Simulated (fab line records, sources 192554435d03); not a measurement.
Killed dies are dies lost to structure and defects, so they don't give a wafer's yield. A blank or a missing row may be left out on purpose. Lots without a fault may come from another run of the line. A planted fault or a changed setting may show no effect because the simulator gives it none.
Which tool did it? | flow n5_finfet | 9 lots, 25 wafers sampled, at 5 steps of a route of 1938

WHAT THE GAUGES READ, wafer by wafer
N5_BEOL_M1_THK_MEAS_53: measures by xrf.
lot  | measured     | on            | M1_THK (nm)
L877 | day 6 09:21  | film_metro-01 | 39.6 41.8 42.2
L878 | day 7 01:51  | film_metro-02 | 41.1 38.9 40.2
L879 | day 7 06:46  | film_metro-01 | 39.4 40.2 40.2
L882 | day 7 17:02  | film_metro-01 | 41.4 155.3 40.4
L884 | day 8 11:05  | film_metro-02 | 147.9 149.8
L887 | day 8 23:30  | film_metro-01 | 171.4 152.5
L895 | day 11 03:10 | film_metro-01 | 38.6 38.0 40.2
L898 | day 11 12:56 | film_metro-02 | 42.2 43.2 43.3
L899 | day 11 23:05 | film_metro-02 | 38.5 39.4 40.3

WHICH TOOL RAN EACH LOT (tool, then ch and the chambers of the sampled wafers, then the start)
lot  | N5_BEOL_M1_SPUTTER_79        | N5_BEOL_M1_ANNEAL_80         | N5_BEOL_M1_ANNEAL_51             | N5_BEOL_M1_CMP_52
L877 | pvd_sputter-03, day 6 07:01  | pvd_sputter-03, day 6 07:06  | rtp_anneal-01 ch 0, day 6 08:51  | cmp-02 ch 2,3, day 6 09:04
L878 | pvd_sputter-03, day 6 23:31  | pvd_sputter-03, day 6 23:36  | rtp_anneal-01 ch 0, day 7 01:18  | cmp-03 ch 1,3, day 7 01:34
L879 | pvd_sputter-01, day 7 04:22  | pvd_sputter-01, day 7 04:26  | rtp_anneal-01 ch 0, day 7 06:08  | cmp-02 ch 2,3, day 7 06:28
L882 | pvd_sputter-03, day 7 14:25  | pvd_sputter-03, day 7 14:29  | rtp_anneal-02 ch 0, day 7 16:12  | cmp-02 ch 1,2,3, day 7 16:47
L884 | pvd_sputter-03, day 8 08:35  | pvd_sputter-03, day 8 08:40  | rtp_anneal-01 ch 0, day 8 10:32  | cmp-02 ch 1,3, day 8 10:47
L887 | pvd_sputter-03, day 8 21:10  | pvd_sputter-03, day 8 21:15  | rtp_anneal-02 ch 0, day 8 22:57  | cmp-02 ch 1,2, day 8 23:12
L895 | pvd_sputter-01, day 11 00:36 | pvd_sputter-01, day 11 00:41 | rtp_anneal-02 ch 0, day 11 02:40 | cmp-01 ch 1,2,3, day 11 02:59
L898 | pvd_sputter-03, day 11 09:14 | pvd_sputter-03, day 11 09:19 | rtp_anneal-02 ch 0, day 11 12:23 | cmp-02 ch 0,3, day 11 12:38
L899 | pvd_sputter-01, day 11 20:29 | pvd_sputter-01, day 11 20:34 | rtp_anneal-01 ch 0, day 11 22:30 | cmp-02 ch 0,2,3, day 11 22:50
- N5_BEOL_M1_SPUTTER_79: material Cu, target thk 4.5 nm, time 8.29 s.
- N5_BEOL_M1_ANNEAL_80: time 240 s.
- N5_BEOL_M1_ANNEAL_51: time 90 s.
- N5_BEOL_M1_CMP_52: polishes, stops on SiOC, t overpolish 6.8 s, target thk 40 nm.

THE ANSWER, worked out from the rows above alone
Rule: what is usual is taken from the lots themselves. Put in order of their means at a reading, lots are off if they are a third of the lots or fewer, leave a main group of 4 or more, and stand apart from it by a gap of 3 or more times the standard deviation of the main group's means; of several such gaps the widest counts. A main group whose means are all the same, to the digits that the tables above print for the reading, isn't used. A lot without any number at a reading at which 4 lots or more have one is off too. The other lots that the step has rows for count as sound.
Off: L882, L884, L887, at N5_BEOL_M1_THK_MEAS_53 (M1_THK). The main group: mean 40.4 nm, standard deviation 1.3.
A tool fits if, at a process step before that reading, it ran every lot that is off, and no sound lot after the first of them. The gauges at N5_BEOL_M1_THK_MEAS_53 are tried like those tools. None of those tried fits.

WHAT THE SIMULATOR HAD PUT IN
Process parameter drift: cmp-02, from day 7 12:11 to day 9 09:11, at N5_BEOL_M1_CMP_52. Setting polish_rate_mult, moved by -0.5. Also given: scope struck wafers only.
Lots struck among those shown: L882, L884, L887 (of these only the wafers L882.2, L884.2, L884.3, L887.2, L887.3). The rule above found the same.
